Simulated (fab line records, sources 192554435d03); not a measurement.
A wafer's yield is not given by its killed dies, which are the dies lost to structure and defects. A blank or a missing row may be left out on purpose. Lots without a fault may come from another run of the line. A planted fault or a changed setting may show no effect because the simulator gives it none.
Matching of chambers    flow n5_finfet    4 sister chambers for N5_BEOL_M9_CMP_52 on cmp-02
The step polishes, stops on SiCOH lowk, t overpolish 7 s, target thk 140 nm. 4 wafers are shown with their chamber, then 7 later ones without.

## WAFERS PAIRED WITH THEIR CHAMBERS
wafer   chamber  time_to_endpoint_s (s)
L079.4  1        72
L081.6  0        66
L085.1  2        69
L085.3  3        62

## WAFERS WITHOUT THEIR CHAMBER
wafer   time_to_endpoint_s (s)
L085.6  64
L087.1  69
L087.4  74
L087.6  70
L096.3  71
L096.5  65
L096.6  63

## WHICH CHAMBER EACH WENT THROUGH
wafer   from the rows above      in truth
L085.6  can't be placed: 0 or 3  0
L087.1  2                        2
L087.4  1                        1
L087.6  can't be placed: 2 or 1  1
L096.3  can't be placed: 1 or 2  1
L096.5  can't be placed: 0 or 3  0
L096.6  can't be placed: 3 or 0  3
Correct placement for 2 of the 7. Can't be placed from these rows: 5 (the true chamber is among the candidates in 5). Number placed wrongly: 0.
How it was worked out, from the rows above alone: a wafer's distance from a chamber is the root of the sum, over the readings, of the square of ((its reading less the chamber's mean) divided by the reading's scatter). If the next closest chamber is less than 2 further off than the closest, the wafer can't be placed; otherwise it belongs to the closest. A chamber's mean is the mean of its shown wafers. The scatter: with one shown wafer a chamber, the root of the mean of the squares of how far each hidden wafer lies from its nearest shown one.
